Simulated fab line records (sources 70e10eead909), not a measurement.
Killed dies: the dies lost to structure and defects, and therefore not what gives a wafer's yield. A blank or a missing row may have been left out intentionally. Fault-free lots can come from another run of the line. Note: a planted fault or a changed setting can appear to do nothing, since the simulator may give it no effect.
fab line records ; flow nandHarc ; part 2 of 2: steps 26 to 35 of 35
[record] lots = 5; wafers = 15; lastDay = 34
route steps=1302 shown P_GATE@170
lots untouched by any fault: they come from a run of this same line in which no faults occurred
startH: hours from the record's first day to the start of the lot's first wafer shown ; waitH: how many hours have passed since the lot's step before this one ; " same as the row above ; L1.1+2: one row covering several wafers at once ; - no value present, or no start provided ; * or withheld: withheld ; < > ~ a bound
route shown NAME@n: names a module that has steps shown in the file, with the first one's number in the route ; usual: the fault-free wafers' mean and standard deviation ; same: alike in all rows ; chamber/n: place in a boat ; sites: per-site readings ; _std_site: the standard deviation of these ; _edge_site: inner sites' mean taken away from outer sites' mean ; radiusMm: for every site, how far away it sits from the centre of the wafer ; mask NAME#n: copy n ; behind: the most recent tool/chamber to have shaped the wafer ; hold: reason for holding the lot/hours on hold/outcome of the hold ; device: the transistor (n, p or np) that didn't switch ; end of line: the tests these same wafers got at the end of their route ; a step with no rows: only its recipe ; killed: at the first sort, the dies lost to defects and structure; wafer yield is something else ; map: per-die view of a wafer (x killed, . not killed, _ where there is no die)
set.NAME: the setting that was run; set.NAME@STEP: the one run at that earlier step ; model.NAME: the simulator's own value behind a step, which no gauge read
a table for each step, a row for each wafer; lots at some steps of the route
services: when a tool's chamber went out of use (startH, in hours from the record's first day, below 0 if earlier), for how many hours, and the reason
[[steps]]
[step NHARC_P_GATE_SOFTBAKE_86]
[recipe] tempC = 122; timeS = 95
[usual] chillPlateTempC = 22.98/0.098
lot.wafer;tool;chamber;startH;waitH;chillPlateTempC
L079.2;lithoTrack-05;0;-;-;22.95
L079.3;lithoTrack-05;0;-;-;23.01
L079.6;lithoTrack-05;0;-;-;23.05
L088.1;lithoTrack-05;0;-;-;22.95
L088.2;lithoTrack-05;0;-;-;22.97
L088.5;lithoTrack-05;0;-;-;22.93
L090.1;lithoTrack-05;0;-;-;23.08
L090.4;lithoTrack-05;0;-;-;23.03
L090.5;lithoTrack-05;0;-;-;23.16
L096.2;lithoTrack-03;0;-;-;22.87
L096.3;lithoTrack-03;0;-;-;22.86
L096.6;lithoTrack-03;0;-;-;22.88
L097.2;lithoTrack-03;0;-;-;23.01
L097.4;lithoTrack-03;0;-;-;22.97
L097.6;lithoTrack-03;0;-;-;22.95
[step NHARC_P_GATE_EBR_87]
[usual] chillPlateTempC = 22.99/0.1
lot.wafer;tool;chamber;startH;waitH;chillPlateTempC
L079.2;lithoTrack-05;0;-;-;22.97
L079.3;lithoTrack-05;0;-;-;23.01
L079.6;lithoTrack-05;0;-;-;23.07
L088.1;lithoTrack-05;0;-;-;22.83
L088.2;lithoTrack-05;0;-;-;22.98
L088.5;lithoTrack-05;0;-;-;22.98
L090.1;lithoTrack-05;0;-;-;22.97
L090.4;lithoTrack-05;0;-;-;23.00
L090.5;lithoTrack-05;0;-;-;22.97
L096.2;lithoTrack-03;0;-;-;22.89
L096.3;lithoTrack-03;0;-;-;22.98
L096.6;lithoTrack-03;0;-;-;22.97
L097.2;lithoTrack-03;0;-;-;22.78
L097.4;lithoTrack-03;0;-;-;22.92
L097.6;lithoTrack-03;0;-;-;22.76
[step NHARC_P_GATE_EXPOSE_88]
[recipe] na = 0.6; targetCdNm = 2000; doseMj = 11.87; maskId = P_HVN
lot.wafer;tool;chamber;startH;waitH;mask
L079.2+3+6;krfScanner-02;0;156.71;-;P_HVN#0
L088.1+2+5;krfScanner-01;0;258.87;-;P_HVN#0
L090.1+4+5;krfScanner-03;0;278.17;-;P_HVN#0
L096.2+3+6;krfScanner-02;0;335.46;-;P_HVN#0
L097.2+4+6;krfScanner-02;0;343.07;-;P_HVN#0
[step NHARC_P_GATE_PEB_89]
[recipe] pebTempC = 118; pebTimeS = 85
[usual] chillPlateTempC = 23.00/0.11
lot.wafer;tool;chamber;startH;waitH;chillPlateTempC
L079.2;lithoTrack-07;0;156.77;0.1;23.06
L079.3;lithoTrack-07;0;156.77;0.1;23.06
L079.6;lithoTrack-07;0;156.77;0.1;22.95
L088.1;lithoTrack-07;0;258.94;0.1;22.89
L088.2;lithoTrack-07;0;258.94;0.1;23.07
L088.5;lithoTrack-07;0;258.94;0.1;23.02
L090.1;lithoTrack-05;0;278.23;0.1;22.96
L090.4;lithoTrack-05;0;278.23;0.1;23.17
L090.5;lithoTrack-05;0;278.23;0.1;23.01
L096.2;lithoTrack-07;0;335.52;0.1;22.82
L096.3;lithoTrack-07;0;335.52;0.1;22.94
L096.6;lithoTrack-07;0;335.52;0.1;22.87
L097.2;lithoTrack-07;0;343.13;0.1;23.12
L097.4;lithoTrack-07;0;343.13;0.1;22.99
L097.6;lithoTrack-07;0;343.13;0.1;23.04
[step NHARC_P_GATE_DEVELOP_90]
[recipe] timeS = 70
[usual] chillPlateTempC = 23.02/0.1
lot.wafer;tool;chamber;startH;waitH;chillPlateTempC
L079.2;lithoTrack-07;0;-;-;23.06
L079.3;lithoTrack-07;0;-;-;23.15
L079.6;lithoTrack-07;0;-;-;22.97
L088.1;lithoTrack-07;0;-;-;22.96
L088.2;lithoTrack-07;0;-;-;23.06
L088.5;lithoTrack-07;0;-;-;22.97
L090.1;lithoTrack-05;0;-;-;23.13
L090.4;lithoTrack-05;0;-;-;23.16
L090.5;lithoTrack-05;0;-;-;23.00
L096.2;lithoTrack-07;0;-;-;23.21
L096.3;lithoTrack-07;0;-;-;23.08
L096.6;lithoTrack-07;0;-;-;23.10
L097.2;lithoTrack-07;0;-;-;23.00
L097.4;lithoTrack-07;0;-;-;22.99
L097.6;lithoTrack-07;0;-;-;22.98
[step NHARC_P_GATE_CD_MEAS_91]
[recipe] targetCdNm = 2000; landingEnergyEv = 500
[usual] cdNm = 1998.7/1.3
lot.wafer;tool;chamber;startH;waitH;cdNm
L079.2;cdSem-01;0;156.86;-;1996.8
L079.3;cdSem-01;0;156.86;-;1998.4
L079.6;cdSem-01;0;156.86;-;1996.7
L088.1;cdSem-03;0;259.03;-;1999.9
L088.2;cdSem-03;0;259.03;-;1998.0
L088.5;cdSem-03;0;259.03;-;1998.0
L090.1;cdSem-03;0;278.32;-;1998.2
L090.4;cdSem-03;0;278.32;-;1997.6
L090.5;cdSem-03;0;278.32;-;1997.0
L096.2;cdSem-01;0;335.61;-;1998.5
L096.3;cdSem-01;0;335.61;-;2000.0
L096.6;cdSem-01;0;335.61;-;2001.3
L097.2;cdSem-02;0;343.22;-;1997.5
L097.4;cdSem-02;0;343.22;-;1998.5
L097.6;cdSem-02;0;343.22;-;1998.0
[step NHARC_P_GATE_HARDBAKE_92]
[recipe] tempC = 125; timeS = 80
[usual] chillPlateTempC = 23.01/0.096
lot.wafer;tool;chamber;startH;waitH;chillPlateTempC
L079.2;lithoTrack-07;0;156.94;-;23.09
L079.3;lithoTrack-07;0;156.94;-;22.96
L079.6;lithoTrack-07;0;156.94;-;23.02
L088.1;lithoTrack-07;0;259.11;-;23.06
L088.2;lithoTrack-07;0;259.11;-;23.10
L088.5;lithoTrack-07;0;259.11;-;22.96
L090.1;lithoTrack-05;0;278.40;-;22.83
L090.4;lithoTrack-05;0;278.40;-;22.99
L090.5;lithoTrack-05;0;278.40;-;23.10
L096.2;lithoTrack-07;0;335.69;-;22.87
L096.3;lithoTrack-07;0;335.69;-;22.90
L096.6;lithoTrack-07;0;335.69;-;22.76
L097.2;lithoTrack-03;0;343.30;-;23.12
L097.4;lithoTrack-03;0;343.30;-;22.98
L097.6;lithoTrack-03;0;343.30;-;23.07
[step NHARC_P_GATE_DESCUM_93]
[recipe] timeS = 3; o2FlowSccm = 200; arFlowSccm = 0; biasPowerW = 0; chemistry = O2
[usual] drypumpMotorCurrentA = 5.9/0.33; oesProductAu = 1.003/0.01; rfVppV = 57.9/0.84; showerheadPlenumPTorr = 1.93/0.071; throttleValvePct = 11.310/0.0085
lot.wafer;tool;chamber;startH;waitH;drypumpMotorCurrentA;oesProductAu;rfHoursCounterH;rfVppV;showerheadPlenumPTorr;throttleValvePct
L079.3;rieDiel-03;3;157.03;-;5.9;1.015;1;58.2;2.01;11.323
L079.2;rieDiel-03;2;157.03;-;5.7;1.017;2;58.1;1.97;11.308
L079.6;rieDiel-03;3;157.03;-;5.9;1.018;-;58.8;2.01;11.301
L088.2;rieDiel-03;0;259.19;-;5.8;1.009;7;56.7;1.86;11.318
L088.1;rieDiel-03;1;259.19;-;5.8;0.985;10;57.2;1.94;11.315
L088.5;rieDiel-03;0;259.19;-;5.8;1.013;-;57.6;1.86;11.321
L090.4;rieDiel-11;0;278.51;-;5.3;0.995;1;56.7;1.91;11.306
L090.1;rieDiel-11;1;278.51;-;6.1;1.012;1;58.0;1.87;11.315
L090.5;rieDiel-11;2;278.51;-;6.3;1.027;-;58.2;2.04;11.311
L096.2;rieDiel-11;2;335.78;-;6.4;1.009;4;56.8;2.04;11.322
L096.3;rieDiel-11;0;335.78;-;5.3;0.997;3;56.7;1.91;11.325
L096.6;rieDiel-11;1;335.78;-;6.2;0.994;-;58.0;1.87;11.297
L097.2;rieDiel-11;0;343.38;-;5.3;1.007;3;57.3;1.91;11.302
L097.4;rieDiel-11;1;343.38;-;6.1;1.008;4;57.2;1.87;11.301
L097.6;rieDiel-11;0;343.38;-;5.3;1.010;-;58.7;1.91;11.313
[step NHARC_P_GATE_IMPLANT_94]
[recipe] energyKev = 60; doseCm2 = 2e+15; tiltDeg = 7
[usual] beamOnS = 19.5/1.8
lot.wafer;tool;chamber;startH;waitH;beamOnS
L079.2;implanter-01;0;157.23;0.2;21.2
L079.3;implanter-01;0;157.23;0.2;21.7
L079.6;implanter-01;0;157.23;0.2;21.4
L088.1;implanter-01;0;259.34;0.1;21.0
L088.2;implanter-01;0;259.34;0.1;21.4
L088.5;implanter-01;0;259.34;0.1;21.3
L090.1;implanter-01;0;278.63;0.1;21.2
L090.4;implanter-01;0;278.63;0.1;21.4
L090.5;implanter-01;0;278.63;0.1;22.2
L096.2;implanter-02;0;336.29;0.5;17.8
L096.3;implanter-02;0;336.29;0.5;18.2
L096.6;implanter-02;0;336.29;0.5;18.3
L097.2;implanter-02;0;343.56;0.2;18.2
L097.4;implanter-02;0;343.56;0.2;18.0
L097.6;implanter-02;0;343.56;0.2;18.2
[step NHARC_P_GATE_STRIP_113]
[recipe] powerW = 1500; tempC = 110; timeS = 740; chemistry = N2/H2
[usual] drypumpMotorCurrentA = 6.0/0.42; heaterPowerW = 83/3.5; rfReflPowerW = 33/16
lot.wafer;tool;chamber;startH;waitH;drypumpMotorCurrentA;heaterPowerW;rfHoursCounterH;rfReflPowerW
L079.2;plasmaAsher-01;1;157.54;0.3;5.6;79;32;9
L079.3;plasmaAsher-01;1;157.54;0.3;5.5;80;-;9
L079.6;plasmaAsher-01;1;157.54;0.3;5.6;78;-;8
L088.2;plasmaAsher-02;1;259.56;0.2;6.5;88;1;25
L088.1;plasmaAsher-02;0;259.56;0.2;6.0;79;1;52
L088.5;plasmaAsher-02;0;259.56;0.2;6.0;81;-;52
L090.1;plasmaAsher-02;1;279.05;0.4;6.5;90;5;26
L090.4;plasmaAsher-02;0;279.05;0.4;6.0;81;-;51
L090.5;plasmaAsher-02;1;279.05;0.4;6.5;85;-;25
L096.2;plasmaAsher-02;0;336.48;0.2;6.0;80;18;57
L096.3;plasmaAsher-02;1;336.48;0.2;6.5;88;-;25
L096.6;plasmaAsher-02;0;336.48;0.2;6.0;80;-;55
L097.2;plasmaAsher-02;0;343.87;0.3;6.0;81;20;51
L097.4;plasmaAsher-02;0;343.87;0.3;6.0;79;-;52
L097.6;plasmaAsher-02;0;343.87;0.3;6.0;80;-;51
[[services]]
tool;chamber;startH;hours;kind
implanter-02;-;146.00;13.0;pm
rieDiel-03;1;155.59;4.8;repair
plasmaAsher-01;-;165.00;9.0;pm
krfScanner-02;-;168.34;0.8;repair
implanter-02;-;189.23;3.3;repair
rieDiel-11;0;204.59;4.2;repair
rieDiel-03;0;209.83;7.8;repair
rieDiel-03;2;242.91;4.0;repair
implanter-02;-;243.14;2.0;repair
wetBench-02;-;244.00;8.0;pm
plasmaAsher-02;-;249.24;9.0;pm
lithoTrack-07;-;251.02;7.0;pm
rieDiel-11;-;255.53;9.0;pm
krfScanner-02;-;266.00;4.0;pm
krfScanner-02;-;271.11;2.0;repair
lithoTrack-03;-;275.00;7.0;pm
implanter-01;-;280.44;4.0;repair
rieDiel-03;3;280.84;4.3;repair
rieDiel-03;-;282.01;9.0;pm
rieDiel-11;-;295.56;1.2;repair
lithoTrack-05;-;299.00;7.0;pm
rieDiel-11;2;309.67;11.1;repair
implanter-01;-;327.00;13.0;pm
plasmaAsher-01;-;342.00;9.0;pm
